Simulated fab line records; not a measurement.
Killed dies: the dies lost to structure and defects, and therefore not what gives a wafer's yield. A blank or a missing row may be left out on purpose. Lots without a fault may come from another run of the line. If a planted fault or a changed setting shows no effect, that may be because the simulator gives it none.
Which tool was responsible? + flow nand harc + 12 lots, 36 wafers sampled, at 4 steps of a route of 1159

== WHAT EACH GAUGE READ, for each wafer ==
NHARC_A_CONTACT_OVL_MEAS_70.
| lot  | measured     | on         | overlay x nm (nm) |
|------|--------------|------------|-------------------|
| L075 | day 17 02:30 | overlay-01 | 0.6 0.4 0.2       |
| L079 | day 17 10:00 | overlay-01 | -0.8 -1.1 -1.0    |
| L081 | day 17 20:22 | overlay-01 | -0.2 0.2 0.5      |
| L078 | day 18 02:14 | overlay-02 | 0.4 0.4 0.5       |
| L084 | day 19 09:32 | overlay-01 | -1.3 -1.5 -1.4    |
| L086 | day 19 10:48 | overlay-01 | -0.6 -1.4 -1.3    |
| L088 | day 19 21:03 | overlay-01 | 1.4 1.0 1.6       |
| L089 | day 20 05:56 | overlay-01 | -0.7 -0.2 -0.5    |
| L093 | day 21 10:39 | overlay-01 | 1.2 1.1 1.3       |
| L094 | day 21 14:19 | overlay-01 | -0.8 -0.7 -0.7    |
| L095 | day 22 06:53 | overlay-02 | 0.7 0.5 -0.2      |
| L097 | day 22 18:40 | overlay-01 | -0.2 0.4 0.3      |

== EACH LOT AND THE TOOL THAT RAN IT (in order: tool; ch and the chambers of the sampled wafers; start) ==
| lot  | NHARC_A_WL_FILL_STRIP_29           | NHARC_A_CONTACT_DEP_28        | NHARC_A_CONTACT_ETCH_114             |
|------|------------------------------------|-------------------------------|--------------------------------------|
| L075 | rie diel-04 ch 0,1, day 16 01:05   | acl dep-03 ch 0, day 16 16:40 | har cap etch-03 ch 0,1, day 16 20:36 |
| L079 | rie diel-10 ch 0,1,3, day 16 07:49 | acl dep-01 ch 0, day 16 21:12 | har cap etch-03 ch 0,1, day 17 02:32 |
| L081 | rie diel-04 ch 0,2,3, day 16 19:41 | acl dep-02 ch 0, day 17 08:44 | har cap etch-03 ch 0,1, day 17 13:43 |
| L078 | rie diel-04 ch 1,2,3, day 17 01:04 | acl dep-02 ch 0, day 17 15:42 | har cap etch-02 ch 0,1, day 17 20:29 |
| L084 | rie diel-10 ch 1,3, day 18 09:01   | acl dep-03 ch 0, day 18 22:33 | har cap etch-03 ch 0,1, day 19 03:46 |
| L086 | rie diel-11 ch 0,1, day 18 12:07   | acl dep-02 ch 0, day 19 00:30 | har cap etch-02 ch 0,1, day 19 05:21 |
| L088 | rie diel-10 ch 0,1, day 18 15:31   | acl dep-01 ch 0, day 19 09:04 | har cap etch-02 ch 0,1, day 19 13:43 |
| L089 | rie diel-04 ch 0,1, day 19 05:43   | acl dep-03 ch 0, day 19 16:34 | har cap etch-03 ch 0,1, day 19 21:38 |
| L093 | rie diel-11 ch 0,2, day 20 04:41   | acl dep-02 ch 0, day 20 18:31 | har cap etch-02 ch 0,1, day 20 23:18 |
| L094 | rie diel-04 ch 0,3, day 20 08:36   | acl dep-02 ch 0, day 21 03:18 | har cap etch-02 ch 0,1, day 21 07:01 |
| L095 | rie diel-04 ch 1,2,3, day 20 21:50 | acl dep-01 ch 0, day 21 20:57 | har cap etch-01 ch 0,1, day 22 01:44 |
| L097 | rie diel-11 ch 1,2,3, day 21 15:19 | acl dep-02 ch 0, day 22 07:09 | har cap etch-01 ch 0,1, day 22 12:17 |
- NHARC_A_WL_FILL_STRIP_29: strips in O2, time 20 s.
- NHARC_A_CONTACT_DEP_28: deposits aC, target thk 3600 nm.
- NHARC_A_CONTACT_ETCH_114: etches the open film in C4F8/O2/Ar, time 94 s, target depth 922 nm.

== THE ANSWER, worked out from the rows above alone ==
Rule: usual is defined by the lots themselves. The widest of any qualifying gaps counts: lots, ordered by their means at a reading, are off when they make up no more than a third of the lots, leave a main group of 4 or more, and stand apart from it by 3 or more times the standard deviation of that group's means. Not used: any main group whose means are identical at the precision the tables above print for the reading. A lot without any number at a reading at which 4 lots or more have one is off too. The other lots that the step has rows for count as sound.
Nothing can be told from this: no lot is off at any reading shown.

== WHAT THE SIMULATOR HAD INSERTED ==
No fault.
